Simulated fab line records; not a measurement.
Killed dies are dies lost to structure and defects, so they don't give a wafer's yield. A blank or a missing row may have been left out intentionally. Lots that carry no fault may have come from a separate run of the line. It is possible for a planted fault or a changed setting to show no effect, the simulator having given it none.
fab line records    flow n5-finfet    part 2 of 2: steps 5 to 6 of 6
record lots=23  wafers=69  last-day=20
route steps=1938 shown BEOL_M15@1789 MIM_BOT@1833 MIM_BOT_LITHO@1864 MIM_BOT_ETCH@1866
lots untouched by any fault: they come from a run of this same line in which no faults occurred
start-h: the number of hours between the record's first day and the start of the first shown wafer of the lot    wait-h: hours since the lot's step before    " identical to the entry in the row above    L1.1+2: one row covering several wafers at once    - no value, or no start was given    * or withheld: withheld    < > ~ a bound
route shown NAME@n: names a module that has steps shown in the file, with the first one's number in the route    usual: mean and standard deviation over wafers with no fault    same: alike in all rows    chamber/n: place in a boat    sites: per-site readings    _std_site: the standard deviation of these    _edge_site: the outer-site mean with the inner-site mean subtracted    radius-mm: how far each site lies from the wafer's centre    mask NAME#n: copy n    behind: tool/chamber where the wafer was last shaped    hold: the reason the lot was held/the length of the hold in hours/how it ended    device: the n, p or np transistor that did not switch    end of line: tests of these same wafers at the route's end    a step with no rows: only its recipe    killed: at the first sort, the dies lost to defects and structure; wafer yield is something else    map: a wafer's dies, x killed, . not, _ none there
set.NAME: the run value of the setting; set.NAME@STEP: its run value at that earlier step    model.NAME: the simulator's own value behind a step, which no gauge read
one table for each step of the route and one row for each wafer, over a sample of lots
services: from which hour (start-h, from the record's first day; less than 0 if before it) a tool's chamber was out of use, for how many hours, and why
## steps
# step N5_MIM_BOT_ETCH_ETCH_04
# recipe chemistry=CF4/O2  target=SiNx  target-depth-a=260  time-s=13  ion-energy-ev=100  pressure-mtorr=40  source-w=535  bias-w=49  Ar_flow_sccm=100  cf4-flow-sccm=100  O2_flow_sccm=10
# usual O2_flow_sccm=10.00/0.03  drypump-motor-current-A=5.8/0.47  oes-product-au=0.82/0.078  rf-vpp-V=239.2/2.1  showerhead-plenum-p-Torr=2.19/0.076  throttle-valve-pct=15.99/0.24
lot.wafer  tool         chamber  start-h  wait-h  O2_flow_sccm  drypump-motor-current-A  oes-product-au  rf-hours-counter-h  rf-vpp-V  showerhead-plenum-p-Torr  throttle-valve-pct
L075.1     rie-diel-05  0        308.09   0.0     10.01         6.4                      0.87            49                  238.6     2.15                      15.51
L075.5     "            2        "        "       10.03         6.3                      0.70            -                   238.2     2.18                      16.21
L075.6     "            0        "        "       9.99          6.5                      0.87            -                   238.0     2.15                      15.50
L076.2     rie-diel-06  0        315.15   0.0     10.00         5.7                      0.88            46                  242.9     2.16                      15.94
L076.3     "            3        "        "       9.99          4.9                      0.93            37                  243.6     2.16                      16.12
L076.5     "            0        "        "       9.95          5.7                      0.87            -                   242.1     2.16                      15.93
L077.1     rie-diel-03  2        330.12   0.0     9.93          5.8                      0.83            92                  240.6     2.32                      15.98
L077.4     "            3        "        "       10.00         5.3                      0.94            14                  239.5     2.16                      15.65
L077.5     "            1        "        "       9.97          5.5                      0.89            -                   239.0     2.15                      16.06
L078.1     rie-diel-05  2        337.43   0.0     10.02         6.3                      0.69            235                 240.8     2.17                      16.23
L078.5     "            0        "        "       10.01         6.4                      0.85            -                   239.9     2.15                      15.55
L078.6     "            2        "        "       10.01         6.3                      0.69            -                   238.8     2.17                      16.23
L080.1     rie-diel-05  2        338.76   0.0     10.03         6.2                      0.69            236                 239.6     2.17                      16.24
L080.5     "            0        "        "       10.02         6.5                      0.85            -                   239.2     2.15                      15.55
L080.6     "            2        "        "       10.06         6.3                      0.69            -                   238.6     2.17                      16.23
L079.1     rie-diel-06  0        341.48   0.0     10.04         5.7                      0.85            57                  242.0     2.15                      15.98
L079.4     "            3        "        "       10.00         4.9                      0.89            48                  243.4     2.15                      16.17
L079.5     "            1        "        "       10.01         5.8                      0.72            -                   237.7     2.10                      16.28
L081.4     rie-diel-05  1        344.38   0.0     10.04         6.5                      0.93            -                   240.5     2.35                      15.84
L081.5     "            2        "        "       10.06         6.3                      0.70            -                   238.2     2.17                      16.25
L081.6     "            0        "        "       10.01         6.4                      0.84            -                   239.5     2.15                      15.55
L083.4     rie-diel-06  1        353.28   0.0     9.96          5.8                      0.72            203                 237.6     2.10                      16.28
L083.5     "            3        "        "       9.97          4.9                      0.89            -                   243.4     2.15                      16.18
L083.6     "            2        "        "       9.96          5.5                      0.74            -                   238.2     2.20                      15.94
L082.2     rie-diel-03  3        362.76   0.0     9.94          5.3                      0.90            25                  239.9     2.16                      15.65
L082.4     "            1        "        "       10.01         5.5                      0.87            56                  237.0     2.14                      16.08
L082.5     "            2        "        "       9.97          5.8                      0.83            -                   240.9     2.31                      16.00
L086.2     rie-diel-03  3        373.38   0.0     10.00         5.3                      0.89            29                  240.4     2.16                      15.66
L086.4     "            1        "        "       10.03         5.5                      0.86            60                  239.2     2.14                      16.09
L086.6     "            1        "        "       10.02         5.5                      0.86            -                   238.0     2.14                      16.09
L084.1     rie-diel-05  3        375.00   0.0     10.00         5.4                      0.93            9                   234.5     2.16                      16.06
L084.2     "            1        "        "       10.00         6.5                      0.90            23                  241.0     2.34                      15.86
L084.4     "            1        "        "       10.02         6.5                      0.90            -                   239.7     2.34                      15.87
L089.1     rie-diel-03  3        382.45   0.0     10.01         5.3                      0.88            32                  239.0     2.16                      15.66
L089.3     "            2        "        "       10.01         5.8                      0.81            110                 241.1     2.31                      16.01
L089.4     "            1        "        "       10.03         5.5                      0.86            62                  238.0     2.14                      16.09
L087.3     rie-diel-06  3        384.50   0.0     10.02         4.9                      0.88            61                  244.6     2.15                      16.19
L087.4     "            0        "        "       10.04         5.7                      0.84            72                  241.9     2.15                      15.98
L087.6     "            2        "        "       10.01         5.6                      0.74            -                   239.6     2.20                      15.95
L088.4     rie-diel-06  0        389.76   0.0     9.98          5.7                      0.83            74                  241.4     2.15                      15.99
L088.5     "            1        "        "       10.01         5.8                      0.71            -                   236.9     2.10                      16.32
L088.6     "            2        "        "       10.02         5.5                      0.74            -                   239.7     2.19                      15.95
L085.2     rie-diel-03  3        396.22   0.0     10.01         5.3                      0.88            38                  240.9     2.16                      15.67
L085.3     "            1        "        "       10.02         5.4                      0.85            69                  238.3     2.14                      16.11
L085.5     "            1        "        "       10.05         5.5                      0.86            -                   238.2     2.14                      16.10
L091.2     rie-diel-03  1        399.33   0.0     9.96          5.5                      0.84            71                  239.9     2.14                      16.14
L091.4     "            2        "        "       10.01         5.8                      0.79            -                   242.4     2.31                      16.01
L091.5     "            1        "        "       9.99          5.5                      0.85            -                   237.2     2.14                      16.11
L093.1     rie-diel-03  1        403.30   0.0     9.99          5.5                      0.84            74                  237.9     2.14                      16.11
L093.4     "            2        "        "       10.05         5.8                      0.79            -                   241.8     2.31                      16.00
L093.5     "            3        "        "       10.04         5.3                      0.87            -                   239.2     2.15                      15.69
L096.2     rie-diel-05  1        412.23   0.0     10.01         6.5                      0.86            39                  240.2     2.34                      15.91
L096.4     "            2        "        "       10.00         6.3                      0.98            8                   238.6     2.17                      15.80
L096.6     "            1        "        "       9.98          6.5                      0.87            -                   240.3     2.34                      15.91
L092.2     rie-diel-05  1        425.66   0.0     10.01         6.5                      0.86            44                  240.0     2.33                      15.91
L092.4     "            1        "        "       10.04         6.5                      0.87            -                   240.2     2.33                      15.93
L092.6     "            0        "        "       9.93          6.4                      0.80            -                   237.9     2.13                      15.62
L094.1     rie-diel-03  2        428.60   0.0     9.99          5.8                      0.78            130                 239.1     2.30                      16.02
L094.2     "            3        "        "       10.02         5.3                      0.86            52                  238.4     2.15                      15.72
L094.4     "            0        "        "       10.05         5.7                      0.97            6                   238.1     2.34                      15.95
L095.3     rie-diel-03  0        440.42   0.0     10.00         5.7                      0.95            10                  238.5     2.34                      15.95
L095.4     "            3        "        "       10.03         5.3                      0.86            55                  239.6     2.15                      15.74
L095.6     "            2        "        "       9.97          5.8                      0.79            -                   239.6     2.30                      16.06
L090.2     rie-diel-06  2        440.48   0.0     9.99          5.5                      0.72            193                 238.6     2.19                      15.99
L090.4     "            0        "        "       10.00         5.7                      0.81            90                  242.6     2.14                      16.04
L090.6     "            2        "        "       10.00         5.5                      0.72            -                   239.7     2.19                      15.99
L097.1     rie-diel-05  3        465.39   0.0     10.03         5.4                      0.86            46                  234.9     2.15                      16.11
L097.2     "            2        "        "       9.97          6.2                      0.93            26                  239.2     2.16                      15.82
L097.6     "            3        "        "       10.02         5.4                      0.87            -                   235.5     2.15                      16.12
# step N5_MIM_BOT_ETCH_ETCH_00
# recipe chemistry=Cl2/BCl3  target=TiN  target-depth-a=455  ion-energy-ev=150  pressure-mtorr=10  icp-w=1000  bias-w=126  Cl2_flow_sccm=53.25  bcl3-flow-sccm=21.75  Ar_flow_sccm=25
# usual drypump-motor-current-A=5.86/0.27  mfc-cl2-sccm=53.21/0.17  oes-product-au=0.78/0.1  throttle-valve-pct=21.86/0.21
lot.wafer  tool          chamber  start-h  wait-h  drypump-motor-current-A  mfc-cl2-sccm  oes-product-au  rf-hours-counter-h  throttle-valve-pct
L075.1     rie-metal-02  0        308.27   0.1     5.68                     53.07         0.69            89                  21.47
L075.5     "             0        "        "       5.68                     53.23         0.69            -                   21.47
L075.6     "             1        "        "       5.36                     53.03         0.90            -                   22.12
L076.2     rie-metal-01  0        315.33   0.1     5.90                     53.30         0.69            71                  21.93
L076.3     "             0        "        "       5.91                     53.40         0.69            -                   21.94
L076.5     "             1        "        "       6.18                     52.95         0.95            -                   21.71
L077.1     rie-metal-01  1        330.30   0.1     6.12                     53.32         0.92            5                   21.73
L077.4     "             1        "        "       6.14                     53.02         0.93            -                   21.72
L077.5     "             1        "        "       6.12                     53.26         0.92            -                   21.72
L078.1     rie-metal-01  1        337.65   0.1     6.14                     53.22         0.93            6                   21.71
L078.5     "             0        "        "       5.90                     53.32         0.69            -                   21.94
L078.6     "             1        "        "       6.16                     53.09         0.94            -                   21.70
L080.1     rie-metal-01  1        338.94   0.1     6.14                     53.23         0.92            7                   21.72
L080.5     "             1        "        "       6.16                     53.19         0.92            -                   21.72
L080.6     "             0        "        "       5.93                     53.22         0.68            -                   21.95
L079.1     rie-metal-02  1        341.66   0.1     5.34                     52.98         0.89            15                  22.14
L079.4     "             0        "        "       5.67                     53.04         0.68            -                   21.47
L079.5     "             1        "        "       5.34                     53.11         0.88            -                   22.14
L081.4     rie-metal-01  1        344.57   0.1     6.14                     53.00         0.92            -                   21.72
L081.5     "             0        "        "       5.90                     53.31         0.68            -                   21.93
L081.6     "             1        "        "       6.13                     53.08         0.92            -                   21.71
L083.4     rie-metal-01  0        353.50   0.1     5.92                     53.14         0.68            -                   21.95
L083.5     "             0        "        "       5.93                     53.42         0.68            -                   21.94
L083.6     "             1        "        "       6.14                     53.11         0.90            -                   21.73
L082.2     rie-metal-01  0        362.94   0.1     5.92                     53.20         0.67            77                  21.94
L082.4     "             1        "        "       6.18                     53.30         0.89            -                   21.75
L082.5     "             1        "        "       6.16                     53.13         0.90            -                   21.74
L086.2     rie-metal-02  0        373.69   0.2     5.67                     53.24         0.67            -                   21.49
L086.4     "             0        "        "       5.67                     53.25         0.67            -                   21.49
L086.6     "             0        "        "       5.67                     53.21         0.67            -                   21.50
L084.1     rie-metal-02  0        375.27   0.1     5.66                     53.55         0.67            100                 21.48
L084.2     "             0        "        "       5.67                     53.48         0.67            -                   21.49
L084.4     "             0        "        "       5.66                     53.49         0.67            -                   21.49
L089.1     rie-metal-03  0        382.62   0.1     6.07                     53.24         0.85            27                  22.00
L089.3     "             1        "        "       5.46                     53.47         0.78            -                   22.15
L089.4     "             0        "        "       6.04                     53.19         0.85            -                   22.04
L087.3     rie-metal-01  0        384.72   0.1     5.92                     53.15         0.67            -                   21.94
L087.4     "             1        "        "       6.15                     53.14         0.88            -                   21.74
L087.6     "             0        "        "       5.92                     53.11         0.67            -                   21.95
L088.4     rie-metal-01  0        389.97   0.1     5.92                     53.27         0.67            -                   21.95
L088.5     "             0        "        "       5.93                     53.16         0.67            -                   21.95
L088.6     "             1        "        "       6.16                     53.26         0.88            -                   21.74
L085.2     rie-metal-01  0        396.40   0.1     5.90                     52.89         0.67            81                  21.95
L085.3     "             1        "        "       6.14                     53.08         0.88            -                   21.74
L085.5     "             1        "        "       6.16                     53.33         0.88            -                   21.76
L091.2     rie-metal-01  0        399.51   0.1     5.93                     53.07         0.67            82                  21.95
L091.4     "             1        "        "       6.13                     53.31         0.86            -                   21.73
L091.5     "             0        "        "       5.89                     52.97         0.66            -                   21.95
L093.1     rie-metal-01  1        403.48   0.1     6.14                     52.95         0.86            15                  21.77
L093.4     "             0        "        "       5.93                     53.13         0.67            -                   21.94
L093.5     "             0        "        "       5.94                     53.23         0.67            -                   21.94
L096.2     rie-metal-02  1        412.41   0.1     5.41                     53.17         0.85            21                  22.17
L096.4     "             0        "        "       5.66                     53.27         0.66            -                   21.48
L096.6     "             1        "        "       5.40                     53.20         0.85            -                   22.18
L092.2     rie-metal-03  1        425.84   0.1     5.43                     53.20         0.77            48                  22.16
L092.4     "             0        "        "       6.04                     53.47         0.83            -                   22.03
L092.6     "             1        "        "       5.45                     53.46         0.76            -                   22.16
L094.1     rie-metal-03  1        428.78   0.1     5.44                     53.08         0.76            48                  22.16
L094.2     "             0        "        "       6.04                     53.15         0.84            32                  22.02
L094.4     "             1        "        "       5.47                     53.52         0.75            -                   22.17
L090.2     rie-metal-03  0        440.66   0.1     6.07                     53.27         0.83            32                  22.02
L090.4     "             1        "        "       5.43                     52.91         0.75            -                   22.15
L090.6     "             0        "        "       6.09                     53.24         0.83            -                   22.03
L095.3     rie-metal-02  1        440.77   0.2     5.37                     53.25         0.86            -                   22.18
L095.4     "             1        "        "       5.34                     53.12         0.85            -                   22.16
L095.6     "             1        "        "       5.35                     53.44         0.85            -                   22.16
L097.1     rie-metal-01  0        465.57   0.1     5.93                     53.24         0.66            86                  21.98
L097.2     "             1        "        "       6.14                     53.21         0.85            19                  21.76
L097.6     "             1        "        "       6.16                     53.13         0.85            -                   21.76
## services
tool            chamber  start-h  hours  kind
rie-diel-04     2        277.44   9.6    repair
rie-diel-04     1        286.58   5.8    repair
rie-diel-01     -        296.25   0.3    repair
rie-diel-05     1        299.46   2.0    repair
rie-diel-06     1        299.65   16.4   repair
rie-diel-03     -        322.24   2.8    pm
rie-diel-01     1        325.84   14.7   repair
rie-diel-02     -        327.81   14.6   pm
rie-metal-01    0        332.37   4.0    repair
rie-diel-02     1        346.98   4.0    repair
rie-diel-01     3        351.08   6.8    repair
rie-diel-01     2        353.35   6.6    repair
rie-metal-02    1        353.84   23.1   repair
pvd-sputter-03  -        358.43   1.8    repair
rie-diel-02     -        362.43   1.3    repair
rie-diel-02     1        376.80   10.3   repair
rie-diel-04     -        384.72   0.3    repair
rie-diel-05     3        390.05   2.9    repair
pvd-sputter-03  -        400.31   4.1    repair
rie-diel-05     2        421.86   4.9    repair
rie-diel-04     0        422.95   14.3   repair
rie-diel-02     -        443.98   2.8    pm
rie-diel-02     2        450.57   3.4    repair
pvd-sputter-01  -        455.41   13.6   repair
